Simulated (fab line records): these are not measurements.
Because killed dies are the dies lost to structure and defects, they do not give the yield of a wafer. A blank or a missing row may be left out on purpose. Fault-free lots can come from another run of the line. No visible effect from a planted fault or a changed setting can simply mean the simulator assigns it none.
Matching of chambers ; flow n5 finfet ; N5_DUMMY_GATE_ETCH_37 on rie diel-02 has 4 sister chambers
The step etches SOC in N2/H2, target depth 60 nm, overetch 30 nm. 16 wafers are shown with their chamber, then 8 later ones without.

WAFERS PAIRED WITH THEIR CHAMBERS
wafer;chamber;showerhead plenum p Torr (Torr);throttle valve pct (%);drypump motor current A (A)
L074.1;2;2.63;17.80;5.0
L074.4;0;2.40;18.20;4.9
L074.6;1;2.69;17.56;6.4
L075.2;1;2.69;17.54;6.4
L075.3;3;2.51;18.39;5.7
L075.4;2;2.63;17.82;5.0
L079.4;2;2.63;17.83;5.1
L079.5;1;2.69;17.54;6.4
L079.6;0;2.40;18.22;4.8
L084.1;2;2.63;17.83;5.0
L084.4;3;2.51;18.40;5.7
L084.5;0;2.39;18.22;4.8
L085.2;3;2.51;18.39;5.7
L085.3;2;2.63;17.82;5.0
L085.4;0;2.39;18.23;4.8
L088.2;2;2.63;17.84;5.1

SIGNATURES (means of the wafers above)
reading;chamber 0;chamber 1;chamber 2;chamber 3;scatter within a chamber
showerhead plenum p Torr;2.3950;2.6900;2.6300;2.5100;0.00289
throttle valve pct;18.2175;17.5467;17.8233;18.3933;0.012
drypump motor current A;4.825;6.400;5.033;5.700;0.0417
Rule: distance of a wafer from a chamber = root of the sum over the readings of ((wafer's reading minus chamber's mean) / reading's scatter) squared. The wafer belongs to the nearest chamber; if the next one is less than 2 further off, it can't be placed. The scatter: take each reading less its chamber's mean, square it, sum over the shown wafers, divide by the number of wafers less the number of chambers, and take the root.

WAFERS MISSING THEIR CHAMBER
wafer;showerhead plenum p Torr (Torr);throttle valve pct (%);drypump motor current A (A)
L088.5;2.51;18.40;5.7
L088.6;2.63;17.85;5.0
L091.3;2.68;17.60;6.4
L091.4;2.51;18.43;5.7
L091.5;2.68;17.59;6.4
L094.2;2.68;17.61;6.4
L094.3;2.62;17.86;5.0
L094.4;2.50;18.43;5.7

THE CHAMBER EACH PASSED THROUGH
wafer;from the rows above;in truth
L088.5;3;3
L088.6;2;2
L091.3;1;1
L091.4;3;3
L091.5;1;1
L094.2;1;1
L094.3;2;2
L094.4;3;3
Placed correctly: 8 of 8. Can't be placed from these rows: 0. Number placed wrongly: 0.
